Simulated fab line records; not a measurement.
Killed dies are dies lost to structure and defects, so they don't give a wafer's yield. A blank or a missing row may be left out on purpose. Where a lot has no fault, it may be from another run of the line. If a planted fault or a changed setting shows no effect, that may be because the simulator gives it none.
Split-lot study || flow n5_finfet || route with 1938 steps; 7 lots, 21 wafers read

== ABOUT THE SPLIT ==
At N5_BEOL_M2_ETCH_69 (etches SiARC in CF4, target depth 15.6 nm, time 26 s), the setting bias_w was moved away from the recipe's 36 W on 9 of the 21 wafers read, by -11.6% to +14.0%. All remaining wafers had this setting at the recipe value.

The split's own step is where the reading is taken.

== THE READING ==
rf_vpp_V, in V, at N5_BEOL_M2_ETCH_69 (etches SiARC in CF4, target depth 15.6 nm, time 26 s). Typical for fault-free wafers on this fab line: 184.2 V, with standard deviation 1 V.

{"wafer": "L075.1", "tool, chamber at the split": "rie_diel-04, 0", "bias_w as run, W": 36, "against the recipe": "recipe", "rf_vpp_V, V": 183.6, "against lot-mates on the recipe": "-"}
{"wafer": "L075.3", "tool, chamber at the split": "rie_diel-04, 3", "bias_w as run, W": 36, "against the recipe": "recipe", "rf_vpp_V, V": 185.0, "against lot-mates on the recipe": "-"}
{"wafer": "L075.4", "tool, chamber at the split": "rie_diel-04, 1", "bias_w as run, W": 36, "against the recipe": "recipe", "rf_vpp_V, V": 183.3, "against lot-mates on the recipe": "-"}
{"wafer": "L077.2", "tool, chamber at the split": "rie_diel-05, 3", "bias_w as run, W": 31.84, "against the recipe": "-11.6%", "rf_vpp_V, V": 169.7, "against lot-mates on the recipe": -14.5}
{"wafer": "L077.4", "tool, chamber at the split": "rie_diel-05, 1", "bias_w as run, W": 36, "against the recipe": "recipe", "rf_vpp_V, V": 184.2, "against lot-mates on the recipe": "-"}
{"wafer": "L077.6", "tool, chamber at the split": "rie_diel-05, 0", "bias_w as run, W": 31.84, "against the recipe": "-11.6%", "rf_vpp_V, V": 170.9, "against lot-mates on the recipe": -13.3}
{"wafer": "L084.1", "tool, chamber at the split": "rie_diel-05, 0", "bias_w as run, W": 39.64, "against the recipe": "+10.1%", "rf_vpp_V, V": 196.9, "against lot-mates on the recipe": "no lot-mate on the recipe"}
{"wafer": "L084.2", "tool, chamber at the split": "rie_diel-05, 1", "bias_w as run, W": 39.64, "against the recipe": "+10.1%", "rf_vpp_V, V": 197.1, "against lot-mates on the recipe": "no lot-mate on the recipe"}
{"wafer": "L084.3", "tool, chamber at the split": "rie_diel-05, 3", "bias_w as run, W": 39.64, "against the recipe": "+10.1%", "rf_vpp_V, V": 194.5, "against lot-mates on the recipe": "no lot-mate on the recipe"}
{"wafer": "L088.2", "tool, chamber at the split": "rie_diel-05, 1", "bias_w as run, W": 36, "against the recipe": "recipe", "rf_vpp_V, V": 184.2, "against lot-mates on the recipe": "-"}
{"wafer": "L088.3", "tool, chamber at the split": "rie_diel-05, 3", "bias_w as run, W": 36, "against the recipe": "recipe", "rf_vpp_V, V": 182.6, "against lot-mates on the recipe": "-"}
{"wafer": "L088.6", "tool, chamber at the split": "rie_diel-05, 3", "bias_w as run, W": 36, "against the recipe": "recipe", "rf_vpp_V, V": 185.1, "against lot-mates on the recipe": "-"}
{"wafer": "L089.1", "tool, chamber at the split": "rie_diel-04, 1", "bias_w as run, W": 36, "against the recipe": "recipe", "rf_vpp_V, V": 183.1, "against lot-mates on the recipe": "-"}
{"wafer": "L089.5", "tool, chamber at the split": "rie_diel-04, 2", "bias_w as run, W": 33.85, "against the recipe": "-6.0%", "rf_vpp_V, V": 176.3, "against lot-mates on the recipe": -6.8}
{"wafer": "L089.6", "tool, chamber at the split": "rie_diel-04, 3", "bias_w as run, W": 33.85, "against the recipe": "-6.0%", "rf_vpp_V, V": 176.4, "against lot-mates on the recipe": -6.7}
{"wafer": "L092.1", "tool, chamber at the split": "rie_diel-05, 3", "bias_w as run, W": 41.05, "against the recipe": "+14.0%", "rf_vpp_V, V": 199.1, "against lot-mates on the recipe": "+14.2"}
{"wafer": "L092.2", "tool, chamber at the split": "rie_diel-05, 1", "bias_w as run, W": 41.05, "against the recipe": "+14.0%", "rf_vpp_V, V": 199.6, "against lot-mates on the recipe": "+14.7"}
{"wafer": "L092.3", "tool, chamber at the split": "rie_diel-05, 2", "bias_w as run, W": 36, "against the recipe": "recipe", "rf_vpp_V, V": 184.9, "against lot-mates on the recipe": "-"}
{"wafer": "L091.1", "tool, chamber at the split": "rie_diel-05, 1", "bias_w as run, W": 36, "against the recipe": "recipe", "rf_vpp_V, V": 183.9, "against lot-mates on the recipe": "-"}
{"wafer": "L091.2", "tool, chamber at the split": "rie_diel-05, 2", "bias_w as run, W": 36, "against the recipe": "recipe", "rf_vpp_V, V": 185.2, "against lot-mates on the recipe": "-"}
{"wafer": "L091.3", "tool, chamber at the split": "rie_diel-05, 0", "bias_w as run, W": 36, "against the recipe": "recipe", "rf_vpp_V, V": 184.4, "against lot-mates on the recipe": "-"}

FIT RESULTS
A straight line over all 21 wafers: rf_vpp_V changes by +1.16 V for each +1% of bias_w; r = +0.99; the points scatter about the line by 0.93 V.
The same after taking each lot's own level away (the mean of its wafers on the recipe; 18 wafers): +1.1 V for each +1%; r = +0.99; scatter 0.8 V.
That fit puts the effect of the largest move of bias_w on the reading at 15 V.
Across the lots, their own levels run from 183.10 to 184.90 V, a range of 1.8 times the standard deviation given above.
Hence the lot-to-lot level has little effect on the slope; both slopes agree.
Check: for one of the wafers moved furthest among these (+14.0%), held out of the fit, the line's prediction against its lot-mates is +15.7 V. It came out at +14.2 V against them.
Tool readings at the split's step, against how far the setting was moved: rf_vpp_V r = +0.99.

== ADDITIONAL SPLITS CARRIED BY THESE WAFERS ==
Note: prior to the reading, these wafers also went through further splits. Each is held against what the fit with the lots' levels taken away leaves over:
{"other split on the same wafers": "N5_BEOL_M0_SAQP_COAT_81 spin_rpm", "wafers away from the commonest value": 9, "r with rf_vpp_V (lot level and that fit taken away)": -0.43}
{"other split on the same wafers": "N5_BEOL_M0_SAQP_COAT_82 time_s", "wafers away from the commonest value": 7, "r with rf_vpp_V (lot level and that fit taken away)": -0.17}
{"other split on the same wafers": "N5_BEOL_M0_TRENCH_ETCH_107 target_depth_a", "wafers away from the commonest value": 9, "r with rf_vpp_V (lot level and that fit taken away)": "+0.10"}
{"other split on the same wafers": "N5_BEOL_M1_HM_DEP_02 target_thk_a", "wafers away from the commonest value": 7, "r with rf_vpp_V (lot level and that fit taken away)": -0.06}
{"other split on the same wafers": "N5_BEOL_M1_COAT_73 spin_rpm", "wafers away from the commonest value": 2, "r with rf_vpp_V (lot level and that fit taken away)": -0.58}
{"other split on the same wafers": "N5_BEOL_M2_PECVD_72 time_s", "wafers away from the commonest value": 10, "r with rf_vpp_V (lot level and that fit taken away)": -0.38}

== FILE'S OWN FIT ==
rf_vpp_V changes by +1.1 V for each +1% of bias_w, r = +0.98.
